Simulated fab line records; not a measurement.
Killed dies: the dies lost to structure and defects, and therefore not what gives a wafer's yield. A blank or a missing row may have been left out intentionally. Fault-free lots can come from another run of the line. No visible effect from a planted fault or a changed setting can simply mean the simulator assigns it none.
One fault through the eyes of 3 desks | flow n5-finfet | every desk sees just its own numbers, and what lay behind them comes last

AT THE TOOL OWNER'S DESK: rie-diel-02
The tool's own readings at N5_PASSIVATION_ETCH_15 (etches SiCN in CF4/N2, target depth 75 nm, time 81.2 s): means of the sampled wafers that have a number, for each lot that ran on this tool. A lot is out of limits, marked OUT, if its mean lies more than 4 standard deviations from the usual mean; the brackets give that distance.
Columns: A = bias-w at N5_PASSIVATION_ETCH_15, usual 70.00 W; B = drypump-motor-current-A at N5_PASSIVATION_ETCH_15, usual 5.7 A; C = oes-product-au at N5_PASSIVATION_ETCH_15, usual 0.81 a.u.; D = rf-vpp-V at N5_PASSIVATION_ETCH_15, usual 382.4 V; E = showerhead-plenum-p-Torr at N5_PASSIVATION_ETCH_15, usual 2.21 Torr; F = throttle-valve-pct at N5_PASSIVATION_ETCH_15, usual 15.42 %
lot  | first seen here | A                | B   | C    | D     | E    | F
L900 | day 13 07:17    | 70.25            | 6.1 | 0.86 | 383.6 | 2.24 | 15.33
L913 | day 17 01:56    | 71.75 (+8.3) OUT | 6.0 | 0.83 | 389.2 | 2.23 | 15.39
This desk's verdict: out of limits on L913, starting with L913 at day 17 01:56 (bias-w at N5_PASSIVATION_ETCH_15). In limits: L900.

METROLOGY DESK
What the gauges read, lot by lot, whatever tool the lot ran on: means of the sampled wafers that have a number. A lot is out of limits, marked OUT, if its mean lies more than 4 standard deviations from the usual mean; the brackets give that distance.
Columns: A = cd-nm at N5_PASSIVATION_CD_MEAS_10, usual 2999.7 nm; B = TV_OVL at N5_PASSIVATION_OVL_MEAS_60, usual -3 nm
lot  | first seen here | A      | B
L900 | day 13 06:41    | 2999.2 | -4
L902 | day 14 09:56    | 3000.5 | -8
L906 | day 15 07:02    | 2998.3 | -1
L913 | day 17 01:15    | 3000.3 | -8
L918 | day 17 22:26    | 3002.1 | 0
This desk's verdict: no lot among the 5 shows anything out of limits.

THE DEFECT DESK
Inspection counts along the route, by lot: the mean over sampled wafers that carry a number. A lot is out of limits, marked OUT, if its mean lies more than 4 standard deviations from the usual mean; the brackets give that distance.
Columns: A = raw-defect-count at N5_PASSIVATION_INSPECT_61, usual 2.1
lot  | first seen here | A
L900 | day 13 06:44    | 2.3
L902 | day 14 09:59    | 1.7
L906 | day 15 07:05    | 3.3
L913 | day 17 01:18    | 2.0
L918 | day 17 22:30    | 1.7
This desk's verdict: no lot among the 5 shows anything out of limits.

BROUGHT TOGETHER
The tool owner's desk had the chance to raise an alarm at day 17 01:56 on L913.
Metrology desk: nothing out of limits seen.
The defect desk saw nothing out of limits.
The metrology desk holds a record of L913, inside its limits.
The defect desk has L913 on record, within its limits.
On rie-diel-02, each named lot ran N5_PASSIVATION_ETCH_15.

WHAT WAS PUT IN BY THE SIMULATOR
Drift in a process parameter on rie-diel-02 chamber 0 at N5_PASSIVATION_ETCH_15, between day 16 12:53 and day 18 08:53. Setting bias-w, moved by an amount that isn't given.
Struck lots among those shown: L913.
Hours from the fault's start to each desk's first reading out of limits: the tool owner's desk, 13.
